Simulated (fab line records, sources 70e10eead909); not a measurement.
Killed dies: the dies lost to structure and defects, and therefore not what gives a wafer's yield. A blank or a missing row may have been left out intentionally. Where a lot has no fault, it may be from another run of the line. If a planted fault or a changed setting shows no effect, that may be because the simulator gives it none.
Which tool is to blame? / flow nandHarc / 33 wafers from 11 lots sampled at 5 of the route's 1302 steps

WHAT EACH GAUGE READ, for each wafer
NHARC_THIN_TSV_CD_MEAS_33: target cd 5000 nm. Usual: cdNm at 4999.3 nm, with a standard deviation of 2.3.
lot=L519; measured=day 24 15:11; on=cdSem-02; cdNm (nm)=4995.7 4994.9 4997.0; flag=
lot=L520; measured=day 24 14:14; on=cdSem-02; cdNm (nm)=5001.4 5001.3 5002.6; flag=
lot=L518; measured=day 24 18:48; on=cdSem-01; cdNm (nm)=4992.7 4995.4 4995.5; flag=
lot=L526; measured=day 27 16:58; on=cdSem-01; cdNm (nm)=4997.1 4999.7 4996.6; flag=
lot=L525; measured=day 27 22:04; on=cdSem-02; cdNm (nm)=4997.4 4995.5 4996.6; flag=
lot=L527; measured=day 27 22:59; on=cdSem-02; cdNm (nm)=5002.9 4999.7 5002.2; flag=
lot=L529; measured=day 28 12:36; on=cdSem-03; cdNm (nm)=4999.1 4999.3 5001.4; flag=
lot=L530; measured=day 28 17:28; on=cdSem-01; cdNm (nm)=5001.6 5001.0 4999.9; flag=
lot=L532; measured=day 29 11:36; on=cdSem-03; cdNm (nm)=4995.7 4996.0 4995.5; flag=
lot=L535; measured=day 30 15:19; on=cdSem-01; cdNm (nm)=5000.6 5001.3; flag=
lot=L541; measured=day 33 14:51; on=cdSem-02; cdNm (nm)=5001.4 5001.2 5002.1; flag=

NHARC_END_SORT_01. Usual: defectLimitedYield 93.3 %, standard deviation 1.5; killedAtArray 41, standard deviation 10; killedAtOther 0.8, standard deviation 0.91; killedAtPeriphery 4.2, standard deviation 2.9; killedDies 46, standard deviation 10; killedOpen 3.5, standard deviation 2.1; killedShort 2.5, standard deviation 1.6; sort_bin_2_pct 2.4 %, standard deviation 0.71; sort_bin_3_pct 0.6 %, standard deviation 0.33; sort_bin_4_pct 3.8 %, standard deviation 0.93; sortNPass 631, standard deviation 10; sortRimYieldPct 86 %, standard deviation 4.5; sortYieldPct 93.3 %, standard deviation 1.5.
lot=L535; measured=day 31 00:32; on=prober-01; defectLimitedYield (%)=93.5 0 94.2; killedAtArray=34 669 31; killedAtOther=2 1 2; killedAtPeriphery=8 7 6; killedDies=44 677 39; killedOpen=3 3 1; killedShort=2 1 2; sort_bin_2_pct (%)=1.6 95.7 2.4; sort_bin_3_pct (%)=0.6 0.3 0.4; sort_bin_4_pct (%)=4.3 4.0 3.0; sortNPass=633 0 638; sortRimYieldPct (%)=92 0 89; sortYieldPct (%)=93.5 0 94.2; flag=OFF

WHICH TOOL RAN EACH LOT (tool, then ch and the chambers of the sampled wafers, then the start)
lot=L519; NHARC_A_M0_DEP_00=pecvd-02 ch 0,1, day 23 07:31; NHARC_A_BONDPAD_STRIP_15=rieDiel-04 ch 0,1, day 23 17:28; NHARC_THIN_TSV_DESCUM_14=rieDiel-06 ch 0,2,3, day 24 09:28
lot=L520; NHARC_A_M0_DEP_00=pecvd-01 ch 1,2, day 23 09:23; NHARC_A_BONDPAD_STRIP_15=rieDiel-09 ch 0,1,3, day 23 19:22; NHARC_THIN_TSV_DESCUM_14=rieDiel-03 ch 1,2,3, day 24 08:23
lot=L518; NHARC_A_M0_DEP_00=pecvd-04 ch 0,1,2, day 23 11:36; NHARC_A_BONDPAD_STRIP_15=rieDiel-04 ch 1,3, day 23 21:43; NHARC_THIN_TSV_DESCUM_14=rieDiel-03 ch 0,1, day 24 12:32
lot=L526; NHARC_A_M0_DEP_00=pecvd-02 ch 1,2, day 26 10:34; NHARC_A_BONDPAD_STRIP_15=rieDiel-04 ch 0,1,3, day 26 20:52; NHARC_THIN_TSV_DESCUM_14=rieDiel-06 ch 0,1,3, day 27 11:19
lot=L525; NHARC_A_M0_DEP_00=pecvd-04 ch 0,1,2, day 26 15:02; NHARC_A_BONDPAD_STRIP_15=rieDiel-09 ch 0,1,3, day 27 01:14; NHARC_THIN_TSV_DESCUM_14=rieDiel-06 ch 1,2,3, day 27 15:49
lot=L527; NHARC_A_M0_DEP_00=pecvd-01 ch 0,2, day 26 15:44; NHARC_A_BONDPAD_STRIP_15=rieDiel-09 ch 0,2,3, day 27 01:51; NHARC_THIN_TSV_DESCUM_14=rieDiel-06 ch 0,2,3, day 27 17:01
lot=L529; NHARC_A_M0_DEP_00=pecvd-01 ch 1,2, day 27 06:14; NHARC_A_BONDPAD_STRIP_15=rieDiel-04 ch 2,3, day 27 16:11; NHARC_THIN_TSV_DESCUM_14=rieDiel-06 ch 1,2,3, day 28 06:53
lot=L530; NHARC_A_M0_DEP_00=pecvd-02 ch 0,1, day 27 10:56; NHARC_A_BONDPAD_STRIP_15=rieDiel-04 ch 0,1,3, day 27 21:10; NHARC_THIN_TSV_DESCUM_14=rieDiel-06 ch 1,2, day 28 11:44
lot=L532; NHARC_A_M0_DEP_00=pecvd-02 ch 0,1,2, day 28 03:58; NHARC_A_BONDPAD_STRIP_15=rieDiel-09 ch 0,1,2, day 28 14:03; NHARC_THIN_TSV_DESCUM_14=rieDiel-03 ch 0,3, day 29 05:34
lot=L535; NHARC_A_M0_DEP_00=pecvd-02 ch 0,1,2, day 29 03:24; NHARC_A_BONDPAD_STRIP_15=rieDiel-01 ch 0,2, day 29 13:27; NHARC_THIN_TSV_DESCUM_14=rieDiel-03 ch 1,3, day 30 09:40
lot=L541; NHARC_A_M0_DEP_00=pecvd-04 ch 0,1,2, day 31 20:20; NHARC_A_BONDPAD_STRIP_15=rieDiel-09 ch 1,3, day 32 18:31; NHARC_THIN_TSV_DESCUM_14=rieDiel-03 ch 0,1, day 33 09:01
- NHARC_A_M0_DEP_00: deposits SiOC, target thk 150 nm.
- NHARC_A_BONDPAD_STRIP_15: strips in O2.
- NHARC_THIN_TSV_DESCUM_14: chemistry O2, time 3 s.

AS READ BY THE TOOLS THEMSELVES (means over the sampled wafers that have a number; for cases with no such wafer, the mark the record gives instead)
NHARC_A_BONDPAD_STRIP_15. Usual: drypumpMotorCurrentA 6.0 A, standard deviation 0.36; oesProductAu 0.997 a.u., standard deviation 0.0084; rfVppV 58.1 V, standard deviation 0.88; showerheadPlenumPTorr 3.61 Torr, standard deviation 0.12; throttleValvePct 17.036 %, standard deviation 0.009.
lot=L519; tool=rieDiel-04; drypumpMotorCurrentA (A)=6.2; oesProductAu (a.u.)=1.010; rfVppV (V)=58.6; showerheadPlenumPTorr (Torr)=3.54; throttleValvePct (%)=17.039; flag=
lot=L520; tool=rieDiel-09; drypumpMotorCurrentA (A)=6.2; oesProductAu (a.u.)=0.999; rfVppV (V)=58.1; showerheadPlenumPTorr (Torr)=3.64; throttleValvePct (%)=17.045; flag=
lot=L518; tool=rieDiel-04; drypumpMotorCurrentA (A)=6.0; oesProductAu (a.u.)=0.997; rfVppV (V)=58.2; showerheadPlenumPTorr (Torr)=3.65; throttleValvePct (%)=17.027; flag=
lot=L526; tool=rieDiel-04; drypumpMotorCurrentA (A)=6.2; oesProductAu (a.u.)=0.998; rfVppV (V)=57.8; showerheadPlenumPTorr (Torr)=3.59; throttleValvePct (%)=17.035; flag=
lot=L525; tool=rieDiel-09; drypumpMotorCurrentA (A)=6.1; oesProductAu (a.u.)=0.999; rfVppV (V)=57.6; showerheadPlenumPTorr (Torr)=3.64; throttleValvePct (%)=17.036; flag=
lot=L527; tool=rieDiel-09; drypumpMotorCurrentA (A)=5.8; oesProductAu (a.u.)=0.989; rfVppV (V)=58.0; showerheadPlenumPTorr (Torr)=3.59; throttleValvePct (%)=17.035; flag=
lot=L529; tool=rieDiel-04; drypumpMotorCurrentA (A)=6.0; oesProductAu (a.u.)=1.002; rfVppV (V)=57.9; showerheadPlenumPTorr (Torr)=3.69; throttleValvePct (%)=17.042; flag=
lot=L530; tool=rieDiel-04; drypumpMotorCurrentA (A)=6.2; oesProductAu (a.u.)=1.000; rfVppV (V)=57.3; showerheadPlenumPTorr (Torr)=3.59; throttleValvePct (%)=17.045; flag=
lot=L532; tool=rieDiel-09; drypumpMotorCurrentA (A)=5.8; oesProductAu (a.u.)=0.996; rfVppV (V)=58.3; showerheadPlenumPTorr (Torr)=3.57; throttleValvePct (%)=17.031; flag=
lot=L535; tool=rieDiel-01; drypumpMotorCurrentA (A)=5.8; oesProductAu (a.u.)=1.013; rfVppV (V)=57.7; showerheadPlenumPTorr (Torr)=3.77; throttleValvePct (%)=17.034; flag=
lot=L541; tool=rieDiel-09; drypumpMotorCurrentA (A)=6.2; oesProductAu (a.u.)=0.991; rfVppV (V)=58.2; showerheadPlenumPTorr (Torr)=3.56; throttleValvePct (%)=17.037; flag=

NHARC_THIN_TSV_DESCUM_14. Usual: drypumpMotorCurrentA 5.7 A, standard deviation 0.44; oesProductAu 0.999 a.u., standard deviation 0.0094; rfVppV 57.9 V, standard deviation 0.81; showerheadPlenumPTorr 1.92 Torr, standard deviation 0.088; throttleValvePct 11.311 %, standard deviation 0.0088.
lot=L519; tool=rieDiel-06; drypumpMotorCurrentA (A)=5.6; oesProductAu (a.u.)=1.000; rfVppV (V)=57.5; showerheadPlenumPTorr (Torr)=1.93; throttleValvePct (%)=11.318; flag=
lot=L520; tool=rieDiel-03; drypumpMotorCurrentA (A)=5.9; oesProductAu (a.u.)=1.005; rfVppV (V)=57.2; showerheadPlenumPTorr (Torr)=1.88; throttleValvePct (%)=11.312; flag=
lot=L518; tool=rieDiel-03; drypumpMotorCurrentA (A)=6.1; oesProductAu (a.u.)=0.999; rfVppV (V)=57.5; showerheadPlenumPTorr (Torr)=1.88; throttleValvePct (%)=11.318; flag=
lot=L526; tool=rieDiel-06; drypumpMotorCurrentA (A)=5.6; oesProductAu (a.u.)=1.002; rfVppV (V)=58.0; showerheadPlenumPTorr (Torr)=1.93; throttleValvePct (%)=11.316; flag=
lot=L525; tool=rieDiel-06; drypumpMotorCurrentA (A)=5.4; oesProductAu (a.u.)=0.994; rfVppV (V)=58.7; showerheadPlenumPTorr (Torr)=1.96; throttleValvePct (%)=11.306; flag=
lot=L527; tool=rieDiel-06; drypumpMotorCurrentA (A)=5.6; oesProductAu (a.u.)=0.995; rfVppV (V)=57.5; showerheadPlenumPTorr (Torr)=1.93; throttleValvePct (%)=11.311; flag=
lot=L529; tool=rieDiel-06; drypumpMotorCurrentA (A)=5.4; oesProductAu (a.u.)=0.996; rfVppV (V)=58.3; showerheadPlenumPTorr (Torr)=1.96; throttleValvePct (%)=11.314; flag=
lot=L530; tool=rieDiel-06; drypumpMotorCurrentA (A)=5.1; oesProductAu (a.u.)=1.003; rfVppV (V)=58.4; showerheadPlenumPTorr (Torr)=2.05; throttleValvePct (%)=11.313; flag=
lot=L532; tool=rieDiel-03; drypumpMotorCurrentA (A)=5.6; oesProductAu (a.u.)=0.989; rfVppV (V)=56.9; showerheadPlenumPTorr (Torr)=1.86; throttleValvePct (%)=11.308; flag=
lot=L535; tool=rieDiel-03; drypumpMotorCurrentA (A)=5.8; oesProductAu (a.u.)=0.997; rfVppV (V)=58.2; showerheadPlenumPTorr (Torr)=1.84; throttleValvePct (%)=11.313; flag=
lot=L541; tool=rieDiel-03; drypumpMotorCurrentA (A)=6.0; oesProductAu (a.u.)=0.995; rfVppV (V)=58.3; showerheadPlenumPTorr (Torr)=1.89; throttleValvePct (%)=11.312; flag=

THE ANSWER, worked out from the rows above alone
Rule: take the mean of a lot's wafers that have a number; if it is more than 3 standard deviations from the usual mean, the lot is off. Also off: a lot with no number at a reading for which 4 or more lots have one. Where the step has rows for the other lots, those lots are counted as sound. Order of review: gauges by route order, followed by the tools' own readings, for which a lot's mean as printed above is used. The first step at which some lot is off is used, and at that step the reading that is off furthest; a lot without a number counts as furthest.
Off: L535 (NHARC_END_SORT_01, sort_bin_2_pct). Neither off nor sound, because the step has no rows for them: L519, L520, L518, L526, L525, L527, L529, L530, L532, L541.
If a tool, at a process step before that reading, ran all the lots that are off and no sound lot after the first of them, it fits. Gauges at NHARC_END_SORT_01: tried the same way as those tools. Can't be told from this: 4 tools fit, pecvd-02 at NHARC_A_M0_DEP_00, rieDiel-01 at NHARC_A_BONDPAD_STRIP_15, rieDiel-03 at NHARC_THIN_TSV_DESCUM_14, prober-01 at NHARC_END_SORT_01.

WHAT THE SIMULATOR HAD INSERTED
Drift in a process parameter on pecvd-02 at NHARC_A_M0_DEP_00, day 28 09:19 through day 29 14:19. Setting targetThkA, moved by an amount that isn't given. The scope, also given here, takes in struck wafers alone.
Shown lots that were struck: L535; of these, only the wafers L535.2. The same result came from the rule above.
